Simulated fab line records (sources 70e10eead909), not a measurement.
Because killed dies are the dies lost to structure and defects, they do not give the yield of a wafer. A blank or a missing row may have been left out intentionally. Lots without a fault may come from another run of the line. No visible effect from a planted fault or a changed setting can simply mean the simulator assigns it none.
A lot that was struck, set against a sound lot :: flow nand harc :: 15 out of 1302 route steps
Sound: wafers L725.1, L725.4, L725.6. The struck wafers were L735.1, L735.2, L735.6. At the end, the cause is stated.
Per side, at each step with rows, come the tool, then ch with its chambers, and then its first start. Under that, the readings that differ: sound wafers :: struck wafers :: difference of the means :: sigmas: that difference in standard deviations of wafers without a fault.
alike: words and numbers the same on both sides, and readings whose means are apart by under 2 such deviations; not compared: readings that were withheld, readings missing a value for some wafer, numbers with overlapping values and no deviation given by the record, and bounds like >300 which may hide the same value.
Wherever a step has rows on one side only, a row that says differs or no value, or a row with sigmas, the two part there. When numbers do not overlap yet have no deviation, they are printed without sigmas and do not part them. A reading missing from all wafers of one side parts the sides only when that side holds two or more wafers.

NHARC_A_STAIRCASE_DESCUM_168: chemistry O2, time 3 s.
  sound on rie diel-11 ch 0,1,2, day 18 03:40; struck on rie diel-01 ch 0,1,3, day 22 10:02
  alike: drypump motor current A, o2 flow sccm, oes product au, rf vpp V, showerhead plenum p Torr, throttle valve pct
  not compared: rf hours counter h
NHARC_A_STAIRCASE_ETCH_169: etches the open film in CH3F/O2, target depth 50 nm, time 107.1 s.
  sound on rie diel-11 ch 0,1,3, day 18 03:46; struck on rie diel-01 ch 0,1,3, day 22 10:08
  alike: drypump motor current A, o2 flow sccm, oes product au, rf vpp V, showerhead plenum p Torr, throttle valve pct
  not compared: rf hours counter h
NHARC_A_STAIRCASE_ETCH_170: etches the open film in C4F6/O2, target depth 200 nm, time 66.667 s.
  sound on rie diel-11 ch 0,1,2; struck on rie diel-01 ch 0,1,3
  alike: drypump motor current A, o2 flow sccm, oes product au, rf vpp V, showerhead plenum p Torr, throttle valve pct
  not compared: rf hours counter h
NHARC_A_STAIRCASE_STRIP_171: strips in O2.
  sound on plasma asher-02 ch 0,1, day 18 04:03; struck on plasma asher-02 ch 0,1, day 22 10:21
  alike: drypump motor current A, heater power w
  not compared: rf hours counter h
then, 8 steps without rows for these wafers: NHARC_A_STAIRCASE_STRIP_172 (strips in SPM, time 900 s); NHARC_A_STAIRCASE_PRECLEAN_173 (cleans in SC1); NHARC_A_STAIRCASE_SRD_174; NHARC_A_STAIRCASE_DEHYDRATE_01 (time 120 s); NHARC_A_STAIRCASE_HMDS_02 (time 30 s); NHARC_A_STAIRCASE_COAT_03; NHARC_A_STAIRCASE_SOFTBAKE_04 (time 170 s); NHARC_A_STAIRCASE_EBR_05.
NHARC_A_STAIRCASE_EXPOSE_06: exposes mask STAIR.
  sound on krf scanner-02 ch 0, day 18 05:08; struck on krf scanner-03 ch 0, day 22 11:30
reading: model.A_STAIRCASE.overlay x nm (nm)
sound: 0.4397 0.4397 0.4397
struck: 72.71 72.71 72.71
difference: +72.27
sigmas: 
  alike: mask
then, 1 step without rows for these wafers: NHARC_A_STAIRCASE_PEB_07 (peb time 130 s).
-- jump in the record: it breaks off in module A_STAIRCASE and resumes in module END (first step shown: number 1302 of the route), and 9 days separate the struck wafers' starts before and after --
NHARC_END_SORT_01:
  sound on prober-02 ch 0, day 26 22:40; struck on prober-02 ch 0, day 31 07:15
  alike: killed at array, killed at other, killed at periphery, killed dies, killed open, killed short

WHERE THEY PART
Nowhere in this record.

WHY: the cause the simulator had injected
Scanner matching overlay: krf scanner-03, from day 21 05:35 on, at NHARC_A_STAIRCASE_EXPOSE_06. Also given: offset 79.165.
